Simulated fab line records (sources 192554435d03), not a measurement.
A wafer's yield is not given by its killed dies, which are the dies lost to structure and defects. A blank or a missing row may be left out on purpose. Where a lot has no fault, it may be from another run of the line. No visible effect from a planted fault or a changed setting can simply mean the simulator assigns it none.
fab line records	flow n5Finfet
record: lots: 10	wafers: 30	lastDay: 16
route steps=1938 shown BEOL_M5@1179 BEOL_M6@1196 PASSIVATION@1936
lots with no fault: from the same line, run without faults
startH: hours from the record's first day to the start of the lot's first wafer shown	waitH: hours elapsed since this lot's preceding step	" same as the row above	L1.1+2: a single row standing in for several wafers	- value missing, or start not given	* or withheld: withheld	< > ~ a bound
route shown NAME@n: NAME is a module with steps in the file, n the number in the route of the first one	usual: the fault-free wafers' mean and standard deviation	same: alike in all rows	chamber/n: place in a boat	sites: readings site by site	_std_site: how widely they spread, as a standard deviation	_edge_site: inner sites' mean taken away from outer sites' mean	radiusMm: how far each site lies from the wafer's centre	mask NAME#n: copy n	behind: the tool/chamber that last shaped the wafer	hold: reason for holding the lot/hours on hold/outcome of the hold	device: transistor that didn't switch, given as n, p or np	end of line: tests run on the same wafers once the route is complete	for a step that has no rows: nothing shown but its recipe	killed: not the wafer's yield, but the dies lost to structure and defects at the first sort	map: shows each die of a wafer: x if killed, . if not, _ if none is there
set.NAME: the setting that was run; set.NAME@STEP: the one run at that earlier step	model.NAME: the simulator's own value behind a step, which no gauge read
a sample of lots followed through the steps of the route, with each step as a table and each wafer as a row
services: the hour from which a tool's chamber was out of use, counted from the record's first day as startH (under 0 if before that day), plus the number of hours and why
== steps ==
step: N5_BEOL_M5_SPUTTER_83
recipe: material: Cu	targetThkA: 150	tempC: -20	chamberPressurePa: 0.07	powerW: withheld	timeS: 27.62
usual: substrateTempC: -20.01/0.089	throttleValvePct: 29.8/1.3
same: timeS: 27.62
lot.wafer	tool	chamber	startH	waitH	substrateTempC	throttleValvePct
L626.2	pvdSputter-02	-	177.22	0.5	-19.91	30.2
L626.5	"	-	"	"	-20.11	28.0
L626.6	"	-	"	"	-19.95	29.5
L629.1	pvdSputter-01	-	182.36	0.5	-19.87	31.0
L629.3	"	-	"	"	-19.99	29.0
L629.5	"	-	"	"	-19.96	29.1
L632.1	pvdSputter-03	-	209.14	0.5	-20.06	28.2
L632.3	"	-	"	"	-19.96	32.1
L632.6	"	-	"	"	-20.00	31.4
L633.1	pvdSputter-01	-	216.66	0.5	-20.08	31.3
L633.4	"	-	"	"	-19.92	28.3
L633.6	"	-	"	"	-20.01	31.6
L634.1	pvdSputter-03	-	217.81	0.5	-20.00	28.1
L634.4	"	-	"	"	-19.87	29.7
L634.6	"	-	"	"	-20.17	31.5
L636.3	pvdSputter-03	-	224.02	0.5	-20.07	32.3
L636.5	"	-	"	"	-19.98	29.7
L636.6	"	-	"	"	-19.97	32.5
L637.2	pvdSputter-03	-	242.05	0.5	-19.94	29.7
L637.4	"	-	"	"	-20.08	31.4
L637.6	"	-	"	"	-19.90	28.0
L644.1	pvdSputter-01	-	281.91	0.5	-19.95	31.2
L644.4	"	-	"	"	-19.97	28.4
L644.6	"	-	"	"	-19.99	31.3
L646.2	pvdSputter-01	-	295.63	0.5	-19.95	29.2
L646.3	"	-	"	"	-20.06	28.4
L646.4	"	-	"	"	-20.22	31.3
L647.1	pvdSputter-03	-	300.57	0.5	-19.98	31.2
L647.3	"	-	"	"	-19.96	32.4
L647.4	"	-	"	"	-19.90	30.0
step: N5_BEOL_M5_CMP_52
recipe: stopOn: SiCOH_lowk	tOverpolishS: 6.9	downForcePsi: 1	platenRpm: 50	clearingPlatenDownForcePsi: 1.5	clearingPlatenRpm: 50	postCmpClean: cuAlkaline	targetThkNm: 62	clearingPlatenPadVelocityMS: 0.99484	padVelocityMS: 0.99484
usual: barrierFieldEndpointS: 24.6/0.5	motorCurrentA: 5.9/0.47	overpolishRunS: 6.899/0.0093	retainingRingPressureFrac: 1.000/0.0047	timeToEndpointS: 62.6/2.9
lot.wafer	tool	chamber	startH	waitH	barrierFieldEndpointS	motorCurrentA	overpolishRunS	retainingRingPressureFrac	timeToEndpointS
L626.2	cmp-02	1	179.97	0.3	23.7	5.8	6.894	1.001	60.8
L626.5	"	3	"	"	24.9	6.3	6.895	1.005	61.4
L626.6	"	0	"	"	24.9	5.9	6.894	1.000	62.4
L629.1	cmp-03	3	185.43	0.4	24.4	6.7	6.900	1.001	65.9
L629.3	"	0	"	"	25.0	5.6	6.922	0.999	64.3
L629.5	"	1	"	"	25.1	6.2	6.910	1.003	65.2
L632.3	cmp-03	1	211.89	0.2	25.3	5.7	6.911	1.014	68.8
L632.1	"	2	"	"	24.5	5.7	6.886	0.992	64.7
L632.6	"	0	"	"	25.4	5.2	6.883	1.003	65.6
L633.1	cmp-03	2	219.34	0.3	23.8	6.0	6.888	1.001	56.3
L633.4	"	1	"	"	24.7	6.1	6.894	0.997	61.5
L633.6	"	3	"	"	25.1	7.0	6.890	1.004	62.9
L634.1	cmp-01	1	220.49	0.3	24.7	6.1	6.895	1.008	58.8
L634.4	"	0	"	"	24.3	6.4	6.906	1.001	57.7
L634.6	"	2	"	"	24.4	5.4	6.892	1.000	55.7
L636.3	cmp-02	0	230.42	0.2	23.5	5.9	6.891	1.007	62.2
L636.5	"	3	"	"	23.8	6.3	6.887	1.007	61.5
L636.6	"	0	"	"	24.7	5.7	6.888	1.000	64.1
L637.4	cmp-01	0	244.85	0.2	24.4	6.7	6.905	1.004	63.0
L637.2	"	2	"	"	23.8	5.1	6.915	1.003	60.8
L637.6	"	3	"	"	24.2	5.9	6.916	1.002	60.4
L644.4	cmp-02	2	284.94	0.2	24.2	5.8	6.902	1.000	58.4
L644.1	"	3	"	"	25.1	6.2	6.910	1.006	62.3
L644.6	"	2	"	"	25.0	5.5	6.887	1.005	60.5
L646.4	cmp-01	2	298.67	0.3	24.5	5.0	6.896	1.002	61.3
L646.2	"	3	"	"	24.8	5.9	6.906	0.999	61.6
L646.3	"	0	"	"	24.0	6.6	6.887	1.001	64.3
L647.4	cmp-01	1	303.28	0.2	25.4	6.1	6.905	0.998	64.2
L647.1	"	2	"	"	24.9	4.9	6.906	0.997	65.0
L647.3	"	3	"	"	24.6	6.0	6.899	0.989	64.2
step: N5_BEOL_M6_THK_MEAS_01
recipe: reads: SiCOH_lowk_of_BEOL_M6_ILD_DEP_00
usual: M6_ILD_THK: 154.8/1.8
lot.wafer	tool	chamber	startH	waitH	M6_ILD_THK[nm]
L626.2	filmMetro-02	-	181.16	0.4	152.4
L626.5	"	-	"	"	155.0
L626.6	"	-	"	"	155.1
L629.1	filmMetro-01	-	186.57	0.4	152.3
L629.3	"	-	"	"	152.7
L629.5	"	-	"	"	154.7
L632.1	filmMetro-01	-	213.06	0.4	152.7
L632.3	"	-	"	"	154.0
L632.6	"	-	"	"	156.7
L633.1	filmMetro-01	-	220.56	0.4	151.3
L633.4	"	-	"	"	154.5
L633.6	"	-	"	"	154.6
L634.1	filmMetro-02	-	221.73	0.4	155.1
L634.4	"	-	"	"	157.1
L634.6	"	-	"	"	156.9
L636.3	filmMetro-01	-	231.63	0.3	156.7
L636.5	"	-	"	"	156.8
L636.6	"	-	"	"	155.9
L637.2	filmMetro-01	-	246.01	0.4	153.6
L637.4	"	-	"	"	158.7
L637.6	"	-	"	"	154.7
L644.1	filmMetro-02	-	286.10	0.4	154.6
L644.4	"	-	"	"	157.4
L644.6	"	-	"	"	157.3
L646.2	filmMetro-01	-	299.85	0.4	150.2
L646.3	"	-	"	"	152.4
L646.4	"	-	"	"	155.6
L647.1	filmMetro-02	-	304.49	0.4	151.6
L647.3	"	-	"	"	154.4
L647.4	"	-	"	"	157.9
step: N5_BEOL_M6_PECVD_70
recipe: material: SiO2	targetThkA: 200	tempC: 400	precursor: TEOS/O2	pressureTorr: 5.5	rfW: 450	teosFlowSccm: 53.8	gas: O2	flowSccm: 3000	timeS: 22.7
usual: heaterPowerOuterW: 425/85	heaterPowerW: 714/110	showerheadPlenumPTorr: 8.76/0.068	throttleValvePct: 22.4/1.3
same: timeS: 22.7
lot.wafer	tool	chamber	startH	waitH	heaterPowerOuterW	heaterPowerW	showerheadPlenumPTorr	throttleValvePct
L626.2	pecvd-04	2	181.20	0.0	515	838	8.80	20.8
L626.5	"	2	"	"	522	818	8.81	20.4
L626.6	"	0	"	"	352	608	8.74	22.8
L629.1	pecvd-03	2	186.61	0.0	437	758	8.74	21.7
L629.3	"	1	"	"	392	641	8.87	22.8
L629.5	"	1	"	"	397	649	8.86	23.2
L632.1	pecvd-04	1	213.10	0.0	534	822	8.84	21.6
L632.3	"	0	"	"	314	565	8.73	23.3
L632.6	"	2	"	"	505	785	8.82	20.8
L633.1	pecvd-03	1	220.59	0.0	387	642	8.87	23.1
L633.4	"	0	"	"	396	606	8.89	22.6
L633.6	"	1	"	"	408	648	8.88	22.8
L634.1	pecvd-04	0	221.76	0.0	399	699	8.74	23.1
L634.4	"	0	"	"	403	674	8.74	23.0
L634.6	"	1	"	"	605	932	8.81	21.8
L636.3	pecvd-02	2	231.67	0.0	349	615	8.68	20.4
L636.5	"	1	"	"	416	761	8.72	24.0
L636.6	"	2	"	"	353	635	8.70	20.1
L636.3	pecvd-02	2	231.91	0.2	342	633	8.66	20.0
L636.5	"	1	"	"	419	740	8.69	24.1
L636.6	"	2	"	"	345	630	8.69	20.2
L637.2	pecvd-04	2	246.04	0.0	490	778	8.79	21.3
L637.4	"	1	"	"	538	834	8.83	21.7
L637.6	"	0	"	"	317	569	8.76	23.4
L637.2	pecvd-04	2	246.28	0.2	504	792	8.82	21.0
L637.4	"	1	"	"	534	843	8.83	21.9
L637.6	"	0	"	"	306	579	8.77	23.2
L644.1	pecvd-02	1	286.13	0.0	420	746	8.69	23.8
L644.4	"	0	"	"	344	577	8.72	24.0
L644.6	"	1	"	"	420	784	8.71	23.9
L646.2	pecvd-02	1	299.88	0.0	370	703	8.67	23.5
L646.3	"	0	"	"	365	606	8.72	23.8
L646.4	"	2	"	"	351	611	8.70	20.6
L647.1	pecvd-02	0	304.53	0.0	378	621	8.74	23.7
L647.3	"	1	"	"	420	784	8.70	24.0
L647.4	"	1	"	"	423	785	8.71	23.9
step: N5_BEOL_M6_CMP_52
recipe: stopOn: SiCOH_lowk	tOverpolishS: 6.9	downForcePsi: 1	platenRpm: 50	clearingPlatenDownForcePsi: 1.5	clearingPlatenRpm: 50	postCmpClean: cuAlkaline	targetThkNm: 80	clearingPlatenPadVelocityMS: 0.99484	padVelocityMS: 0.99484
usual: barrierFieldEndpointS: 28.8/0.62	motorCurrentA: 6.3/0.72	overpolishRunS: 6.900/0.009	retainingRingPressureFrac: 1.000/0.0044	timeToEndpointS: 62.4/2.8
lot.wafer	tool	chamber	startH	waitH	barrierFieldEndpointS	motorCurrentA	overpolishRunS	retainingRingPressureFrac	timeToEndpointS
L626.2	cmp-04	3	189.99	0.3	29.0	5.9	6.901	0.999	64.7
L626.5	"	0	"	"	30.0	6.0	6.901	0.998	64.6
L626.6	"	1	"	"	29.5	7.6	6.883	1.006	68.1
L629.3	cmp-01	1	193.43	0.3	29.3	5.8	6.910	0.991	63.3
L629.1	"	2	"	"	28.4	5.3	6.906	1.006	62.0
L629.5	"	3	"	"	29.4	5.9	6.907	1.004	62.2
L632.3	cmp-01	2	219.36	0.2	28.7	5.2	6.890	1.002	58.0
L632.1	"	0	"	"	29.2	6.4	6.883	1.004	64.5
L632.6	"	2	"	"	28.9	5.3	6.895	1.003	59.2
L633.4	cmp-04	0	226.95	0.3	29.6	6.5	6.895	1.002	62.6
L633.1	"	1	"	"	30.0	7.5	6.895	1.000	62.2
L633.6	"	0	"	"	28.5	6.0	6.907	0.994	59.6
L634.1	cmp-01	3	230.56	0.3	27.7	6.1	6.902	1.004	61.0
L634.4	"	1	"	"	28.8	5.9	6.896	0.999	60.3
L634.6	"	3	"	"	28.2	6.2	6.911	0.997	62.7
L636.3	cmp-01	2	239.03	0.2	46.7	5.1	0.032	0.992	57.2
L636.5	"	0	"	"	46.8	6.4	0.036	0.996	60.4
L636.6	"	1	"	"	46.7	5.9	0.033	0.999	58.1
L637.4	cmp-04	1	252.81	0.2	46.7	8.1	0.045	1.001	63.5
L637.2	"	3	"	"	46.8	6.3	0.037	0.998	65.3
L637.6	"	0	"	"	46.7	6.1	0.040	0.995	63.9
L644.4	cmp-03	3	292.44	0.1	29.6	7.0	6.903	0.997	64.0
L644.1	"	2	"	"	28.2	5.3	6.894	1.003	60.1
L644.6	"	3	"	"	29.4	6.8	6.920	0.999	64.0
L646.3	cmp-04	2	309.22	0.2	28.7	7.4	6.904	1.003	58.9
L646.4	"	3	"	"	28.5	6.1	6.881	1.011	60.1
L646.2	"	0	"	"	28.3	5.8	6.895	1.000	58.5
L647.3	cmp-03	1	310.42	0.2	29.4	5.9	6.905	0.999	61.3
L647.4	"	2	"	"	29.8	5.7	6.887	1.000	60.4
L647.1	"	3	"	"	29.3	6.9	6.897	0.997	59.2
step: N5_PASSIVATION_PROBE_49
usual: defectLimitedYield: 91.1/1.3	killed_at_M0_to_M3: 36/10	killed_at_M4_up: 14/4.4	killedAtContacts: 14/5.7	killedAtFrontEnd: 39/9.4	killedAtOther: 2.9/2.6	killedDies: 105/15	killedOpen: 70/12	killedShort: 34/7.1	sort_bin_5_function: 5.3/0.77	sort_bin_6_memory: 3.3/0.66	sortNPass: 1075/15	sortYieldPct: 91.1/1.3
same: grossDies: 1180	killedAtBackSide: 0	sort_bin_4_leakage[%]: 0	sort_bin_8_speed[%]: 0
lot.wafer	tool	chamber	startH	waitH	defectLimitedYield[%]	killed_at_M0_to_M3	killed_at_M4_up	killedAtContacts	killedAtFrontEnd	killedAtOther	killedDies	killedOpen	killedShort	sort_bin_5_function[%]	sort_bin_6_memory[%]	sortNPass	sortYieldPct[%]
L629.1	prober-02	-	278.73	0.0	92.4	34	11	9	33	3	90	61	28	4.0	3.3	1090	92.4
L629.3	prober-02	-	278.83	0.1	90.3	49	12	4	44	6	115	67	48	4.7	4.2	1065	90.3
L629.5	prober-02	-	278.93	0.2	91.3	29	8	1	57	8	103	61	42	4.5	3.8	1077	91.3
L633.1	prober-01	-	308.53	0.0	89.5	42	21	20	35	6	124	80	41	5.8	4.1	1056	89.5
L633.4	prober-01	-	308.68	0.2	89.8	36	10	25	43	6	120	73	47	6.3	3.2	1060	89.8
L633.6	prober-01	-	308.78	0.3	91.2	42	17	17	24	4	104	62	38	5.0	3.6	1076	91.2
L636.3	prober-02	-	318.61	0.1	91.5	40	13	9	37	1	100	74	26	5.8	2.5	1080	91.5
L636.5	prober-02	-	318.71	0.2	91.4	44	13	11	33	1	102	65	35	5.3	3.1	1078	91.4
L636.6	prober-02	-	318.76	0.3	90.6	40	18	14	38	1	111	83	26	5.3	3.8	1069	90.6
L637.2	prober-02	-	323.93	0.1	94.4	20	9	15	21	1	66	47	16	3.4	2.1	1114	94.4
L637.4	prober-02	-	324.03	0.2	92.7	27	14	7	26	12	86	54	31	4.2	2.8	1094	92.7
L637.6	prober-02	-	324.13	0.3	93.8	18	10	17	23	5	73	44	29	3.8	2.0	1107	93.8
L644.1	prober-01	-	373.43	0.0	92.3	31	10	18	30	2	91	58	28	4.7	2.9	1089	92.3
L644.4	prober-01	-	373.58	0.2	89.5	44	17	10	50	3	124	82	40	5.3	4.5	1056	89.5
L644.6	prober-01	-	373.68	0.3	90.7	27	10	23	44	6	110	75	34	5.3	3.3	1070	90.7
L647.1	prober-01	-	384.49	0.0	92.7	24	17	13	27	5	86	60	24	4.5	2.7	1094	92.7
L647.3	prober-01	-	384.59	0.1	92.2	27	11	22	24	8	92	57	34	4.9	2.8	1088	92.2
L647.4	prober-01	-	384.64	0.2	93.2	29	12	4	33	2	80	54	23	4.0	2.5	1100	93.2
L646.2	prober-02	-	390.22	0.1	90.8	37	8	14	46	4	109	73	34	5.3	3.5	1071	90.8
L646.3	prober-02	-	390.27	0.1	89.5	49	12	6	55	2	124	79	45	5.9	4.3	1056	89.5
L646.4	prober-02	-	390.32	0.2	89.8	40	11	16	52	1	120	73	47	6.2	3.6	1060	89.8
killed by level:class
L629.1 BEOL_M2:geometricParticle:open=13 STI_FIN_REVEAL:geometricParticle:open=8 MOL_CONTACT_COAG:geometricParticle:open=8 BEOL_M0_SAQP:geometricParticle:short=5 FIN_SAQP:geometricParticle:open=4 ILD0:geometricParticle:open=4 BEOL_M3:geometricParticle:open=4 BEOL_M4:geometricParticle:open=4
L629.3 BEOL_M0_SAQP:geometricParticle:short=15 BEOL_M2:geometricParticle:open=10 STI_FIN_REVEAL:geometricParticle:open=8 BEOL_M3:geometricParticle:open=8 FIN_SAQP:geometricParticle:short=7 ILD0:geometricParticle:short=7 BEOL_M0_SAQP:geometricParticle:open=7 BEOL_M4:geometricParticle:open=5
L629.5 STI_FIN_REVEAL:geometricParticle:open=11 FIN_SAQP:geometricParticle:open=8 DUMMY_GATE:geometricParticle:open=8 GATE_CUT:geometricParticle:short=6 BEOL_M3:geometricParticle:open=6 FIN_SAQP:geometricParticle:short=5 BEOL_M2:geometricParticle:open=5 ILD0:geometricParticle:open=4
L633.1 MOL_CONTACT_COAG:geometricParticle:open=19 BEOL_M0_SAQP:geometricParticle:short=11 FIN_SAQP:geometricParticle:short=10 FIN_SAQP:geometricParticle:open=10 BEOL_M0_SAQP:geometricParticle:open=10 BEOL_M3:geometricParticle:open=8 BEOL_M5:geometricParticle:open=7 BEOL_M1:geometricParticle:open=6
L633.4 MOL_CONTACT_COAG:geometricParticle:open=18 FIN_SAQP:geometricParticle:short=17 FIN_SAQP:geometricParticle:open=10 BEOL_M0_SAQP:geometricParticle:open=10 MOL_CONTACT_COAG:geometricParticle:short=7 BEOL_M2:geometricParticle:open=6 BEOL_M1:geometricParticle:open=6 BEOL_M0_SAQP:geometricParticle:short=4
L633.6 BEOL_M0_SAQP:geometricParticle:short=13 MOL_CONTACT_COAG:geometricParticle:open=13 BEOL_M0_SAQP:geometricParticle:open=10 FIN_SAQP:geometricParticle:short=8 BEOL_M1:geometricParticle:open=7 BEOL_M4:geometricParticle:open=7 FIN_SAQP:geometricParticle:open=4 BEOL_M5:geometricParticle:open=4
L636.3 BEOL_M1:geometricParticle:open=16 STI_FIN_REVEAL:geometricParticle:open=11 BEOL_M4:geometricParticle:open=8 MOL_CONTACT_COAG:geometricParticle:open=7 BEOL_M0_SAQP:geometricParticle:open=7 BEOL_M2:geometricParticle:open=7 FIN_SAQP:geometricParticle:short=5 DUMMY_GATE:geometricParticle:open=5
L636.5 BEOL_M0_SAQP:geometricParticle:open=11 BEOL_M0_SAQP:geometricParticle:short=10 BEOL_M1:geometricParticle:open=10 STI_FIN_REVEAL:geometricParticle:open=9 MOL_CONTACT_COAG:geometricParticle:open=8 STARTING-WAFER:geometricParticle:short=6 BEOL_M2:geometricParticle:open=6 GATE_CUT:geometricParticle:short=4
L636.6 BEOL_M2:geometricParticle:open=16 MOL_CONTACT_COAG:geometricParticle:open=13 BEOL_M4:geometricParticle:open=9 STI_FIN_REVEAL:geometricParticle:open=8 GATE_CUT:geometricParticle:short=7 FIN_SAQP:geometricParticle:open=6 BEOL_M0_SAQP:geometricParticle:open=6 BEOL_M1:geometricParticle:open=6
L637.2 MOL_CONTACT_COAG:geometricParticle:open=12 BEOL_M3:geometricParticle:open=6 STI_FIN_REVEAL:geometricParticle:open=5 BEOL_M1:geometricParticle:open=5 DUMMY_GATE:geometricParticle:open=4 BEOL_M0_SAQP:geometricParticle:short=4 MOL_CONTACT_COAG:geometricParticle:short=3 BEOL_M1:geometricParticle:short=3
L637.4 BEOL_M0_SAQP:geometricParticle:open=8 MOL_CONTACT_COAG:geometricParticle:open=7 FIN_SAQP:geometricParticle:open=4 DUMMY_GATE:geometricParticle:open=4 BEOL_M4:geometricParticle:short=4 BEOL_M0_SAQP:geometricParticle:short=4 BEOL_M1:geometricParticle:open=4 BEOL_M5:geometricParticle:open=4
L637.6 MOL_CONTACT_COAG:geometricParticle:open=12 BEOL_M3:geometricParticle:open=7 MOL_CONTACT_COAG:geometricParticle:short=5 FIN_SAQP:geometricParticle:short=4 ILD0:geometricParticle:short=4 BEOL_M0_SAQP:geometricParticle:short=4 BEOL_M5:geometricParticle:open=4 STARTING-WAFER:geometricParticle:open=4
L644.1 MOL_CONTACT_COAG:geometricParticle:open=15 BEOL_M2:geometricParticle:open=8 BEOL_M0_SAQP:geometricParticle:open=7 STI_FIN_REVEAL:geometricParticle:open=6 FIN_SAQP:geometricParticle:open=5 GATE_CUT:geometricParticle:short=5 BEOL_M0_SAQP:geometricParticle:short=5 FIN_SAQP:geometricParticle:short=4
L644.4 STI_FIN_REVEAL:geometricParticle:open=24 BEOL_M0_SAQP:geometricParticle:short=15 BEOL_M0_SAQP:geometricParticle:open=10 BEOL_M2:geometricParticle:open=9 GATE_CUT:geometricParticle:short=7 MOL_CONTACT_COAG:geometricParticle:open=7 BEOL_M4:geometricParticle:open=7 BEOL_M1:geometricParticle:open=6
L644.6 MOL_CONTACT_COAG:geometricParticle:open=16 STI_FIN_REVEAL:geometricParticle:open=11 BEOL_M0_SAQP:geometricParticle:short=10 BEOL_M0_SAQP:geometricParticle:open=8 FIN_SAQP:geometricParticle:open=7 MOL_CONTACT_COAG:geometricParticle:short=7 BEOL_M4:geometricParticle:open=7 ILD0:geometricParticle:open=5
L647.1 MOL_CONTACT_COAG:geometricParticle:open=10 BEOL_M3:geometricParticle:open=8 FIN_SAQP:geometricParticle:open=7 BEOL_M0_SAQP:geometricParticle:short=4 BEOL_M0_SAQP:geometricParticle:open=4 STI_FIN_REVEAL:geometricParticle:open=3 MOL_CONTACT_COAG:geometricParticle:short=3 BEOL_M9:geometricParticle:open=3
L647.3 MOL_CONTACT_COAG:geometricParticle:open=19 STI_FIN_REVEAL:geometricParticle:open=11 BEOL_M0_SAQP:geometricParticle:open=10 BEOL_M0_SAQP:geometricParticle:short=6 FIN_SAQP:geometricParticle:short=4 BEOL_M3:geometricParticle:open=4 BEOL_M4:geometricParticle:open=4 MOL_CONTACT_COAG:geometricParticle:short=3
L647.4 BEOL_M3:geometricParticle:open=14 STI_FIN_REVEAL:geometricParticle:open=9 FIN_SAQP:geometricParticle:open=6 FIN_SAQP:geometricParticle:short=5 STI_FIN_REVEAL:geometricParticle:short=4 DUMMY_GATE:geometricParticle:open=4 MOL_CONTACT_COAG:geometricParticle:open=4 BEOL_M2:geometricParticle:open=4
L646.2 FIN_SAQP:geometricParticle:open=12 MOL_CONTACT_COAG:geometricParticle:open=12 BEOL_M0_SAQP:geometricParticle:open=8 BEOL_M1:geometricParticle:open=7 FIN_SAQP:geometricParticle:short=5 STI_FIN_REVEAL:geometricParticle:open=5 STARTING-WAFER:geometricParticle:open=5 BEOL_M0_SAQP:geometricParticle:short=4
L646.3 STI_FIN_REVEAL:geometricParticle:open=12 BEOL_M2:geometricParticle:open=11 BEOL_M0_SAQP:geometricParticle:short=10 FIN_SAQP:geometricParticle:short=9 BEOL_M1:geometricParticle:open=9 FIN_SAQP:geometricParticle:open=8 BEOL_M0_SAQP:geometricParticle:open=8 GATE_CUT:geometricParticle:short=7
L646.4 BEOL_M0_SAQP:geometricParticle:short=18 FIN_SAQP:geometricParticle:open=17 MOL_CONTACT_COAG:geometricParticle:open=12 BEOL_M0_SAQP:geometricParticle:open=12 FIN_SAQP:geometricParticle:short=7 STI_FIN_REVEAL:geometricParticle:open=6 GATE_CUT:geometricParticle:short=6 BEOL_M0:geometricParticle:open=5
== services ==
tool	chamber	startH	hours	kind
cmp-01	-	158.85	1.4	repair
cmp-02	-	162.41	1.0	repair
pecvd-03	-	182.57	0.5	repair
pecvd-02	-	184.46	1.2	repair
cmp-04	-	186.11	2.3	repair
cmp-03	-	188.55	3.8	pm
pecvd-04	-	197.88	0.6	repair
pecvd-02	2	202.38	-	clean
pecvd-02	2	202.38	-	consumableReplace:showerhead
pecvd-02	2	202.38	29.0	scheduledDown
pecvd-02	2	202.38	29.0	ventCycle
pecvd-04	1	226.33	5.5	scheduledDown
cmp-02	-	238.64	4.0	pm
cmp-03	-	240.49	0.4	repair
pecvd-02	2	256.98	2.1	scheduledDown
cmp-04	-	265.89	4.0	pm
cmp-03	-	281.07	4.0	pm
cmp-03	-	285.07	-	consumableReplace:conditioner
cmp-03	-	285.07	-	consumableReplace:pad
cmp-04	-	288.90	1.0	repair
pecvd-04	-	304.29	2.8	pm
cmp-01	-	304.58	3.6	pm
cmp-01	-	308.18	7.7	pm
pecvd-04	2	309.11	4.2	repair
== key ==
firstSign: step: N5_BEOL_M6_PECVD_70	reading: visit	direction: added
effect: step: N5_BEOL_M6_CMP_52	reading: overpolishRunS	direction: down	sigmas: 99+	usual: 6.900	struck: 0.037
metAt N5_BEOL_M6_PECVD_70
struckLots L636,L637
notActingAt N5_BEOL_M5_SPUTTER_83,N5_BEOL_M5_CMP_52,N5_BEOL_M6_THK_MEAS_01
fault: kind: repeatedStepWhole	tool: pecvd-02,pecvd-03,pecvd-04	chamber: -	onsetH: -	steps: N5_BEOL_M6_PECVD_70	times: 1	scope: struckLotsOnly
